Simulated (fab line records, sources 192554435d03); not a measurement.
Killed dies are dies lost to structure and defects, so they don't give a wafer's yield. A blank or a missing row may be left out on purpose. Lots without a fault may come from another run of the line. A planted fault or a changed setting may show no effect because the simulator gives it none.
Chamber matching | flow n5_finfet | N5_BEOL_M3_VIA_ETCH_34 on rie_diel-01: 4 sister chambers
The step etches the open film in C4F6/O2, target depth 69.4 nm, time 65.9 s. 14 wafers are shown with their chamber, then 7 later ones without.

WAFERS WITH THEIR CHAMBER
wafer  | chamber | showerhead_plenum_p_Torr (Torr) | drypump_motor_current_A (A) | throttle_valve_pct (%)
L082.1 | 0       | 3.00                            | 5.9                         | 30.43
L082.5 | 2       | 2.80                            | 6.5                         | 30.86
L082.6 | 3       | 2.74                            | 6.2                         | 30.53
L085.2 | 2       | 2.79                            | 6.6                         | 30.85
L085.4 | 0       | 3.00                            | 5.7                         | 30.45
L085.6 | 0       | 3.00                            | 5.8                         | 30.45
L090.3 | 3       | 2.74                            | 6.2                         | 30.54
L090.4 | 0       | 3.00                            | 5.9                         | 30.46
L090.5 | 1       | 2.91                            | 4.7                         | 30.89
L091.2 | 3       | 2.74                            | 6.2                         | 30.55
L091.4 | 2       | 2.79                            | 6.6                         | 30.88
L091.6 | 3       | 2.74                            | 6.2                         | 30.54
L094.1 | 1       | 2.91                            | 4.7                         | 30.91
L094.3 | 3       | 2.73                            | 6.2                         | 30.57

SIGNATURES (means of the wafers above)
reading                  | chamber 0 | chamber 1 | chamber 2 | chamber 3 | scatter within a chamber
showerhead_plenum_p_Torr | 3.0000    | 2.9100    | 2.7933    | 2.7380    | 0.00383
drypump_motor_current_A  | 5.825     | 4.700     | 6.567     | 6.200     | 0.0585
throttle_valve_pct       | 30.4475   | 30.9000   | 30.8633   | 30.5460   | 0.0144
Rule: a wafer's distance from a chamber is the root of the sum, over the readings, of the square of ((its reading less the chamber's mean) divided by the reading's scatter). The wafer belongs to the nearest chamber; if the next one is less than 2 further off, it can't be placed. The scatter: the root of (the sum of the squares of (reading less its chamber's mean) over the shown wafers, divided by (wafers less chambers)).

WAFERS WITHOUT THEIR CHAMBER
wafer  | showerhead_plenum_p_Torr (Torr) | drypump_motor_current_A (A) | throttle_valve_pct (%)
L094.4 | 2.99                            | 5.8                         | 30.47
L095.2 | 2.79                            | 6.6                         | 30.88
L095.3 | 2.99                            | 5.9                         | 30.46
L095.4 | 2.79                            | 6.6                         | 30.87
L096.3 | 2.99                            | 5.9                         | 30.46
L096.4 | 2.79                            | 6.6                         | 30.89
L096.5 | 2.99                            | 5.9                         | 30.48

WHICH CHAMBER EACH WENT THROUGH
wafer  | from the rows above | in truth
L094.4 | 0                   | 0
L095.2 | 2                   | 2
L095.3 | 0                   | 0
L095.4 | 2                   | 2
L096.3 | 0                   | 0
L096.4 | 2                   | 2
L096.5 | 0                   | 0
Placed correctly: 7 of 7. Can't be placed from these rows: 0. Placed wrongly: 0.
